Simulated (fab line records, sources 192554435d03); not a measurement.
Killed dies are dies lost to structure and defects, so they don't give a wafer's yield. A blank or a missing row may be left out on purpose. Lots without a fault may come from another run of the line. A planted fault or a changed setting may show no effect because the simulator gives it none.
fab line records | flow n5_finfet | part 2 of 2: steps 5 to 6 of 6
record lots=21 wafers=63 last_day=19
route steps=1938 shown PMOS_HMC_CHANNEL_EPI@89 FIN_SAQP@115
lots that met no fault: from a run of the same line without faults
start_h: hours from the record's first day to the start of the lot's first wafer shown | wait_h: hours since the lot's step before | " the same as in the row above | L1.1+2: a row that stands for several wafers | - no value, or no start given | * or withheld: withheld | < > ~ a bound
route shown NAME@n: a module of which the file shows steps, and the number in the route of the first | usual: mean/standard deviation of fault-free wafers | same: alike in all rows | chamber/n: place in a boat | sites: the reading at each site | _std_site: their standard deviation | _edge_site: outer sites' mean less inner sites' | radius_mm: how far each site lies from the wafer's centre | mask NAME#n: copy n | behind: the tool/chamber that last shaped the wafer | hold: why the lot was held/for how many hours/how that ended | device: the transistor (n, p or np) that didn't switch | end of line: the same wafers' tests at the end of the route | a step without rows: its recipe alone | killed: dies lost to structure and defects at the first sort, not the wafer's yield | map: a wafer's dies, x killed, . not, _ none there
set.NAME: the setting as run; set.NAME@STEP: as run at that earlier step | model.NAME: the simulator's own value behind a step, which no gauge read
steps of the route over a sample of lots; a table a step, a row a wafer
services: from which hour (start_h, from the record's first day; less than 0 if before it) a tool's chamber was out of use, for how many hours, and why
## steps
# step N5_FIN_SAQP_HM_OPEN_33
# recipe chemistry=CH3F/O2 target=SiNx mask_material=SiO2 target_depth_a=494 time_s=70.6 pressure_mtorr=30 source_w=395 bias_w=73 Ar_flow_sccm=150 CH3F_flow_sccm=30 O2_flow_sccm=20 ion_energy_ev=120 ends=cleared
# usual drypump_motor_current_A=5.9/0.41 etch_rf_on_time_s=68.9/1.5 oes_product_au=0.64/0.07 rf_vpp_V=298/4.9 showerhead_plenum_p_Torr=1.99/0.052 throttle_valve_pct=16.34/0.2
# columns lot.wafer tool chamber start_h wait_h drypump_motor_current_A etch_rf_on_time_s oes_product_au rf_hours_counter_h rf_vpp_V showerhead_plenum_p_Torr throttle_valve_pct
L074.2 rie_diel-05 1 25.97 0.0 5.8 66.5 0.63 166 302 1.92 16.54
L074.4 " 2 " " 6.1 69.0 0.59 208 296 2.07 16.30
L074.6 " 0 " " 5.6 67.0 0.64 - 294 2.00 16.40
L075.2 rie_diel-06 2 31.89 0.0 4.6 69.4 0.76 35 306 2.03 16.35
L075.5 " 0 " " 5.5 71.1 0.79 - 298 2.05 15.91
L075.6 " 3 " " 5.6 72.9 0.62 - 290 1.98 16.32
L076.2 rie_diel-05 1 39.03 0.3 5.8 68.2 0.61 171 303 1.91 16.54
L076.3 " 2 " " 6.1 70.9 0.58 213 298 2.07 16.32
L076.4 " 0 " " 5.7 67.8 0.64 178 293 2.00 16.42
L077.2 rie_diel-05 3 44.25 0.0 6.6 67.8 0.59 217 304 1.98 16.26
L077.4 " 1 " " 5.8 69.0 0.62 172 300 1.91 16.55
L077.5 " 2 " " 6.1 69.3 0.58 - 298 2.06 16.31
L078.1 rie_diel-05 3 50.22 0.1 6.6 69.4 0.59 220 305 1.98 16.27
L078.2 " 2 " " 6.1 69.9 0.58 217 296 2.06 16.33
L078.6 " 2 " " 6.1 71.1 0.59 - 296 2.06 16.30
L079.2 rie_diel-01 0 55.75 0.0 5.8 67.6 0.60 233 295 2.05 16.29
L079.3 " 3 " " 6.0 67.3 0.73 59 300 2.03 16.52
L079.4 " 2 " " 5.5 70.4 0.80 5 292 1.97 16.22
L080.1 rie_diel-05 1 61.31 0.1 5.8 68.8 0.61 179 301 1.91 16.56
L080.3 " 0 " " 5.6 68.5 0.63 185 292 2.00 16.42
L080.4 " 2 " " 6.1 70.0 0.58 221 296 2.06 16.31
L081.3 rie_diel-05 1 69.39 0.0 5.8 67.4 0.62 182 302 1.91 16.55
L081.5 " 1 " " 5.8 68.9 0.61 - 301 1.91 16.57
L081.6 " 0 " " 5.7 69.1 0.64 - 292 1.99 16.43
L082.1 rie_diel-05 0 74.92 0.0 5.7 68.0 0.63 190 293 1.99 16.44
L082.3 " 3 " " 6.6 67.8 0.59 229 305 1.97 16.28
L082.5 " 2 " " 6.1 70.3 0.58 - 296 2.06 16.34
L084.2 rie_diel-06 0 86.60 0.0 5.5 68.2 0.76 30 299 2.04 15.95
L084.5 " 1 " " 5.3 67.8 0.63 - 290 1.90 16.32
L084.6 " 0 " " 5.4 69.5 0.76 - 298 2.04 15.93
L085.1 rie_diel-01 2 91.96 0.1 5.4 69.1 0.78 17 292 1.96 16.27
L085.3 " 1 " " 5.9 65.1 0.75 44 304 2.02 15.96
L085.6 " 0 " " 5.8 66.2 0.60 - 295 2.04 16.32
L086.1 rie_diel-05 1 100.05 0.1 5.8 69.3 0.61 187 302 1.91 16.59
L086.5 " 1 " " 5.8 70.0 0.61 - 302 1.91 16.58
L086.6 " 2 " " 6.1 71.6 0.58 - 297 2.06 16.35
L087.1 rie_diel-05 1 104.30 0.0 5.8 68.2 0.61 189 302 1.91 16.59
L087.2 " 0 " " 5.7 68.8 0.62 201 294 1.99 16.45
L087.5 " 1 " " 5.8 70.3 0.61 - 302 1.91 16.58
L088.1 rie_diel-06 3 110.73 0.0 5.6 71.0 0.61 209 291 1.97 16.38
L088.2 " 0 " " 5.5 69.7 0.75 40 297 2.04 15.97
L088.4 " 2 " " 4.6 68.6 0.72 63 304 2.02 16.41
L089.3 rie_diel-01 3 116.78 0.5 6.0 67.6 0.70 83 300 2.02 16.56
L089.4 " 1 " " 6.0 68.2 0.73 - 304 2.02 16.00
L089.6 " 2 " " 5.4 72.0 0.75 - 293 1.96 16.29
L091.3 rie_diel-05 1 128.99 0.1 5.8 69.2 0.61 196 302 1.91 16.60
L091.5 " 2 " " 6.1 70.7 0.57 - 297 2.06 16.39
L091.6 " 3 " " 6.6 71.5 0.57 - 305 1.97 16.32
L093.3 rie_diel-06 1 139.58 0.1 5.3 68.2 0.61 194 290 1.90 16.35
L093.4 " 2 " " 4.6 68.2 0.72 74 304 2.02 16.44
L093.6 " 0 " " 5.5 69.5 0.73 - 298 2.04 15.99
L094.1 rie_diel-05 1 145.91 0.0 5.8 68.1 0.60 202 301 1.90 16.60
L094.4 " 1 " " 5.8 69.4 0.59 - 302 1.90 16.61
L094.5 " 2 " " 6.1 71.0 0.57 - 298 2.05 16.38
L095.3 rie_diel-01 0 152.03 0.1 5.8 66.8 0.82 10 294 2.04 15.82
L095.5 " 0 " " 5.8 66.4 0.84 - 295 2.04 15.80
L095.6 " 3 " " 6.0 67.3 0.68 - 302 2.02 16.60
L096.1 rie_diel-05 3 158.21 0.0 6.6 66.2 0.81 4 304 1.97 15.84
L096.5 " 1 " " 5.8 67.0 0.60 - 300 1.90 16.61
L096.6 " 3 " " 6.6 67.4 0.81 - 305 1.97 15.85
L097.4 rie_diel-01 2 164.39 0.0 5.4 70.7 0.72 46 290 1.95 16.32
L097.5 " 3 " " 6.0 68.3 0.68 - 301 2.02 16.59
L097.6 " 0 " " 5.8 66.8 0.81 - 295 2.03 15.84
# step N5_FIN_SAQP_ETCH_34
# recipe chemistry=C4F6/O2 target=SiO2 target_depth_a=450 time_s=15 ion_energy_ev=250 pressure_mtorr=30 source_w=345 bias_w=185 Ar_flow_sccm=300 C4F6_flow_sccm=10 O2_flow_sccm=10 ends=cleared
# usual drypump_motor_current_A=5.9/0.41 etch_rf_on_time_s=15.00/0.23 oes_product_au=0.64/0.071 rf_vpp_V=667/11 showerhead_plenum_p_Torr=2.83/0.07 throttle_valve_pct=21.04/0.21
# columns lot.wafer tool chamber start_h wait_h drypump_motor_current_A etch_rf_on_time_s oes_product_au rf_hours_counter_h rf_vpp_V showerhead_plenum_p_Torr throttle_valve_pct
L074.2 rie_diel-05 1 26.04 0.0 5.8 14.84 0.63 166 674 2.73 21.27
L074.4 " 2 " " 6.1 15.15 0.59 208 665 2.94 20.98
L074.6 " 0 " " 5.7 14.81 0.65 - 655 2.84 21.11
L075.2 rie_diel-06 2 31.96 0.0 4.6 14.83 0.76 35 684 2.89 21.12
L075.5 " 0 " " 5.5 14.78 0.81 - 667 2.92 20.69
L075.6 " 3 " " 5.6 15.45 0.63 - 651 2.81 20.94
L076.2 rie_diel-05 1 39.10 0.0 5.8 15.12 0.62 171 673 2.73 21.26
L076.3 " 2 " " 6.1 15.23 0.59 213 665 2.93 20.98
L076.4 " 0 " " 5.7 15.06 0.64 178 652 2.84 21.12
L077.2 rie_diel-05 3 44.32 0.0 6.6 15.23 0.59 217 683 2.81 20.91
L077.4 " 1 " " 5.8 15.21 0.62 172 675 2.73 21.27
L077.5 " 2 " " 6.1 15.38 0.59 - 664 2.93 20.98
L078.1 rie_diel-05 3 50.29 0.0 6.6 14.98 0.60 220 682 2.81 20.91
L078.2 " 2 " " 6.1 15.13 0.59 217 663 2.93 20.99
L078.6 " 2 " " 6.1 15.12 0.59 - 664 2.93 20.99
L079.2 rie_diel-01 0 55.82 0.0 5.8 14.66 0.60 233 661 2.91 20.96
L079.3 " 3 " " 6.0 14.79 0.72 59 673 2.90 21.33
L079.4 " 2 " " 5.5 15.27 0.81 5 652 2.80 21.03
L080.1 rie_diel-05 1 61.38 0.0 5.8 15.01 0.61 179 673 2.73 21.29
L080.3 " 0 " " 5.7 14.84 0.64 185 654 2.84 21.12
L080.4 " 2 " " 6.1 15.18 0.58 221 665 2.93 21.00
L081.3 rie_diel-05 1 69.46 0.0 5.8 15.17 0.60 182 673 2.72 21.27
L081.5 " 1 " " 5.8 15.19 0.61 - 673 2.72 21.29
L081.6 " 0 " " 5.7 15.01 0.63 - 654 2.84 21.12
L082.1 rie_diel-05 0 74.99 0.0 5.7 14.95 0.64 190 655 2.84 21.12
L082.3 " 3 " " 6.6 14.98 0.58 229 682 2.81 20.94
L082.5 " 2 " " 6.1 15.12 0.58 - 665 2.93 21.01
L084.2 rie_diel-06 0 86.67 0.0 5.4 15.36 0.76 30 669 2.91 20.71
L084.5 " 1 " " 5.3 14.88 0.63 - 651 2.72 21.04
L084.6 " 0 " " 5.4 15.19 0.76 - 668 2.91 20.71
L085.1 rie_diel-01 2 92.03 0.0 5.4 15.30 0.78 17 653 2.79 21.05
L085.3 " 1 " " 6.0 14.80 0.74 44 680 2.87 20.66
L085.6 " 0 " " 5.8 14.73 0.59 - 659 2.90 20.97
L086.1 rie_diel-05 1 100.12 0.0 5.8 14.87 0.62 187 674 2.72 21.30
L086.5 " 1 " " 5.8 14.82 0.61 - 674 2.72 21.31
L086.6 " 2 " " 6.1 14.94 0.58 - 664 2.93 21.02
L087.1 rie_diel-05 1 104.37 0.0 5.8 15.03 0.60 189 674 2.72 21.30
L087.2 " 0 " " 5.7 15.15 0.63 201 653 2.83 21.13
L087.5 " 1 " " 5.8 15.08 0.61 - 674 2.72 21.31
L088.1 rie_diel-06 3 110.80 0.0 5.6 15.51 0.61 209 649 2.80 20.98
L088.2 " 0 " " 5.5 15.13 0.75 40 669 2.90 20.70
L088.4 " 2 " " 4.6 14.83 0.72 63 684 2.87 21.16
L089.3 rie_diel-01 3 116.85 0.0 6.0 14.81 0.70 83 672 2.88 21.36
L089.4 " 1 " " 6.0 14.72 0.72 - 681 2.86 20.69
L089.6 " 2 " " 5.4 15.24 0.76 - 653 2.79 21.04
L091.3 rie_diel-05 1 129.06 0.0 5.8 14.96 0.60 196 674 2.72 21.31
L091.5 " 2 " " 6.1 15.21 0.57 - 666 2.92 21.03
L091.6 " 3 " " 6.6 15.04 0.58 - 682 2.80 20.98
L093.3 rie_diel-06 1 139.65 0.0 5.3 14.83 0.62 194 651 2.71 21.06
L093.4 " 2 " " 4.6 14.86 0.72 74 684 2.87 21.19
L093.6 " 0 " " 5.4 15.10 0.73 - 669 2.90 20.74
L094.1 rie_diel-05 1 145.98 0.0 5.8 14.87 0.60 202 674 2.72 21.32
L094.4 " 1 " " 5.8 15.00 0.59 - 674 2.72 21.32
L094.5 " 2 " " 6.1 15.24 0.56 - 664 2.92 21.04
L095.3 rie_diel-01 0 152.10 0.0 5.8 14.47 0.83 10 658 2.89 20.54
L095.5 " 0 " " 5.8 14.39 0.83 - 659 2.89 20.54
L095.6 " 3 " " 6.1 14.84 0.69 - 674 2.88 21.36
L096.1 rie_diel-05 3 158.28 0.0 6.6 14.54 0.82 4 682 2.80 20.60
L096.5 " 1 " " 5.8 14.86 0.60 - 673 2.71 21.33
L096.6 " 3 " " 6.6 14.69 0.81 - 682 2.80 20.60
L097.4 rie_diel-01 2 164.46 0.0 5.4 15.31 0.73 46 651 2.78 21.09
L097.5 " 3 " " 6.0 14.69 0.68 - 674 2.88 21.40
L097.6 " 0 " " 5.8 14.33 0.82 - 660 2.89 20.55
## services
# columns tool chamber start_h hours kind
rie_diel-06 3 2.35 7.8 repair
rie_si-02 - 9.76 1.5 repair
rie_si-03 0 17.00 7.9 repair
rie_diel-01 2 21.23 - clean
rie_diel-01 2 21.23 - consumable_replace:focus_ring
rie_diel-01 2 21.23 18.3 scheduled_down
rie_diel-01 2 21.23 18.3 vent_cycle
rie_si-02 2 44.21 5.7 repair
rie_si-02 3 59.62 9.9 repair
rie_diel-05 0 65.41 2.3 repair
rie_si-03 1 68.67 5.6 repair
rie_si-06 2 71.54 1.6 repair
rie_diel-05 2 83.44 2.5 repair
rie_diel-05 - 106.30 2.8 pm
rie_si-03 2 106.89 9.9 repair
rie_diel-06 1 121.89 3.9 repair
rie_diel-05 3 134.17 - clean
rie_diel-05 3 134.17 - consumable_replace:focus_ring
rie_diel-05 3 134.17 13.7 scheduled_down
rie_diel-05 3 134.17 13.7 vent_cycle
rie_diel-05 2 147.93 - clean
rie_diel-05 2 147.93 - consumable_replace:focus_ring
rie_diel-05 2 147.93 15.4 scheduled_down
rie_diel-05 2 147.93 15.4 vent_cycle
